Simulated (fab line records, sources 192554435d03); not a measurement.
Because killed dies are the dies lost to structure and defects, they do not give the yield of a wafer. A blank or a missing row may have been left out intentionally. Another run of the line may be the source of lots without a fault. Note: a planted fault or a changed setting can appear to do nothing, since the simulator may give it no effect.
One fault through the eyes of 3 desks    flow n5_finfet    each desk has only its own numbers; what lay behind them comes last
Where a reading is given only as a bound, like >300, the bound stands for it, and a mean or a difference that rests on one is marked > or <: the true number lies beyond.

## METROLOGY DESK
Lot by lot, what the gauges showed, no matter which tool ran the lot: averages of those sampled wafers that carry a number. The brackets show how far a lot's mean lies from the usual mean; more than 4 standard deviations puts the lot out of limits, marked OUT. Shown here are 7 of its 10 readings, the ones lying furthest out on some lot.
Columns: A = DIBL_N at N5_BEOL_M4_RC_MEAS_101, usual 36.3 mV/V; B = IOFF_P at N5_BEOL_M4_RC_MEAS_101, usual 0.204 nA/um; C = ION_N at N5_BEOL_M4_RC_MEAS_101, usual 671 uA/um; D = ION_P at N5_BEOL_M4_RC_MEAS_101, usual 459 uA/um; E = SS_P at N5_BEOL_M4_RC_MEAS_101, usual 73.1 mV/dec; F = VT_N at N5_BEOL_M4_RC_MEAS_101, usual 250.2 mV; G = VT_P at N5_BEOL_M4_RC_MEAS_101, usual -251 mV
lot   first seen here  A     B      C    D    E     F      G
L950  day 9 20:46      36.1  0.176  657  445  72.9  254.1  -256
L951  day 10 11:01     34.4  0.214  676  466  73.3  250.0  -249
L953  day 10 22:06     37.1  0.206  676  458  73.3  249.8  -252
L954  day 11 00:01     36.6  0.197  685  464  73.4  250.9  -253
L966  day 13 19:11     36.0  0.183  667  454  72.3  251.6  -254
This desk found nothing out of limits on any of the 5 lots.

## AT THE TOOL OWNER'S DESK: pecvd-02
The tool's own readings at N5_PMOS_HMC_CHANNEL_EPI_HM_DEP_34 (deposits SiO2 from TEOS/O2, target thk 36 nm, time 6.9 s): means of the sampled wafers that have a number, for each lot that ran on this tool. The brackets show how far a lot's mean lies from the usual mean; more than 4 standard deviations puts the lot out of limits, marked OUT.
Columns: A = heater_power_w at N5_PMOS_HMC_CHANNEL_EPI_HM_DEP_34, usual 650 W; B = showerhead_plenum_p_Torr at N5_PMOS_HMC_CHANNEL_EPI_HM_DEP_34, usual 8.34 Torr; C = throttle_valve_pct at N5_PMOS_HMC_CHANNEL_EPI_HM_DEP_34, usual 18.3 %
lot   first seen here  A    B     C
L950  day 3 10:35      742  8.31  18.0
L951  day 3 16:55      697  8.33  17.1
L953  day 4 04:43      714  8.32  17.3
L954  day 4 10:58      813  8.30  18.7
This desk found nothing out of limits on any of the 4 lots.

## THE DEFECT DESK
What the inspections along the route counted, lot by lot: means of the sampled wafers that have a number. The brackets show how far a lot's mean lies from the usual mean; more than 4 standard deviations puts the lot out of limits, marked OUT.
Columns: A = raw_defect_count at N5_PMOS_HMC_CHANNEL_EPI_INSPECT_11, usual 2.2
lot   first seen here  A
L950  day 3 11:02      1.7
L951  day 3 17:23      >300 (+99 or more) OUT
L953  day 4 05:10      >300 (+99 or more) OUT
L954  day 4 11:25      >300 (+99 or more) OUT
L966  day 7 11:38      1.0
This desk's verdict: out of limits on L951, L953, L954, starting with L951 at day 3 17:23 (raw_defect_count at N5_PMOS_HMC_CHANNEL_EPI_INSPECT_11). Within limits: L950, L966.

## PUT TOGETHER
The defect desk could have raised an alarm at day 3 17:23, on L951, L953, L954.
At the metrology desk, nothing out of limits was observed.
The desk of the tool owner found nothing out of limits.
The metrology desk has L951, L953, L954 on record, within its limits.
On record at the tool owner's desk: L951, L953, L954, within its limits.
On pecvd-02, each named lot ran N5_PMOS_HMC_CHANNEL_EPI_HM_DEP_34.

## WHAT THE SIMULATOR PUT IN
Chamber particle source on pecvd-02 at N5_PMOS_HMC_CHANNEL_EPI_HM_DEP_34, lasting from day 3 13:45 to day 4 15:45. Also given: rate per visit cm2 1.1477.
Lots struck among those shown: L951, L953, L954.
Hours from the fault's start to each desk's first reading out of limits: the defect desk, 4.
